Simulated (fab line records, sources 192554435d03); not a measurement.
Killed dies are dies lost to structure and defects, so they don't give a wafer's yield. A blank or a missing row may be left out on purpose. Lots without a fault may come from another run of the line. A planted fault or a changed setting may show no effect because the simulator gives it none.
One fault seen from 2 desks | flow n5_finfet | each desk has only its own numbers; what lay behind them comes last

THE METROLOGY DESK
What the gauges read, lot by lot, whatever tool the lot ran on: means of the sampled wafers that have a number. A lot is out of limits, marked OUT, if its mean lies more than 4 standard deviations from the usual mean; the brackets give that distance. Of its 10 readings 7 are shown: those that lie furthest out on some lot.
Columns: A = IOFF_N at N5_BEOL_M4_RC_MEAS_101, usual 0.16 nA/um; B = IOFF_P at N5_BEOL_M4_RC_MEAS_101, usual 0.21 nA/um; C = ION_N at N5_BEOL_M4_RC_MEAS_101, usual 673 uA/um; D = ION_P at N5_BEOL_M4_RC_MEAS_101, usual 462 uA/um; E = SS_N at N5_BEOL_M4_RC_MEAS_101, usual 71.4 mV/dec; F = SS_P at N5_BEOL_M4_RC_MEAS_101, usual 73.2 mV/dec; G = VT_P at N5_BEOL_M4_RC_MEAS_101, usual -251 mV
lot  | first seen here | A    | B    | C   | D   | E    | F    | G
L345 | day 7 14:49     | 0.16 | 0.20 | 665 | 454 | 71.9 | 73.8 | -252
L346 | day 7 23:13     | 0.17 | 0.22 | 672 | 457 | 71.6 | 73.6 | -250
L347 | day 8 05:29     | 0.16 | 0.22 | 674 | 472 | 71.2 | 73.4 | -249
L353 | day 10 02:51    | 0.15 | 0.23 | 659 | 465 | 71.0 | 72.8 | -248
L355 | day 10 21:37    | 0.17 | 0.22 | 672 | 458 | 71.2 | 74.0 | -252
L356 | day 11 00:26    | 0.12 | 0.19 | 664 | 457 | 70.7 | 73.1 | -252
L357 | day 11 04:07    | 0.15 | 0.18 | 679 | 458 | 70.9 | 73.3 | -254
L364 | day 12 23:57    | 0.15 | 0.20 | 671 | 461 | 71.2 | 72.9 | -252
L368 | day 13 17:47    | 0.14 | 0.16 | 668 | 452 | 71.0 | 73.4 | -258
This desk's finding: nothing out of limits on any of the 9 lots.

THE TOOL OWNER'S DESK: litho_track-04
The tool's own readings at N5_FIN_CUT_COAT_19 (time 60 s, resist thk 20 nm): means of the sampled wafers that have a number, for each lot that ran on this tool. A lot is out of limits, marked OUT, if its mean lies more than 4 standard deviations from the usual mean; the brackets give that distance.
Columns: A = heater_power_total_W at N5_FIN_CUT_COAT_19, usual 427.4 W; B = run_length_s at N5_FIN_CUT_COAT_19, usual 66.32 s
lot  | first seen here | A               | B
L346 | day 2 10:02     | 426.4           | 66.27
L347 | day 2 14:05     | 427.4           | 66.31
L355 | day 4 14:53     | 455.4 (+13) OUT | 60.70 (-43) OUT
L356 | day 4 23:04     | 458.6 (+14) OUT | 60.70 (-43) OUT
L357 | day 5 07:15     | 457.4 (+14) OUT | 60.73 (-43) OUT
This desk's finding: out of limits on L355, L356, L357; first on L355, day 4 14:53 (heater_power_total_W at N5_FIN_CUT_COAT_19). In limits: L346, L347.

PUT TOGETHER
The tool owner's desk could have raised an alarm at day 4 14:53, on L355, L356, L357.
The metrology desk saw nothing out of limits.
The metrology desk has L355, L356, L357 on record, within its limits.
Of the lots named, all ran N5_FIN_CUT_COAT_19 on litho_track-04.

WHAT THE SIMULATOR HAD PUT IN
Process parameter drift: litho_track-04, from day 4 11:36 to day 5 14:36, at N5_FIN_CUT_COAT_19. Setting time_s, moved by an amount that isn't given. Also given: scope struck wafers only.
Lots struck among those shown: L355, L356, L357.
Hours from the fault's start to each desk's first reading out of limits: the tool owner's desk, 3.
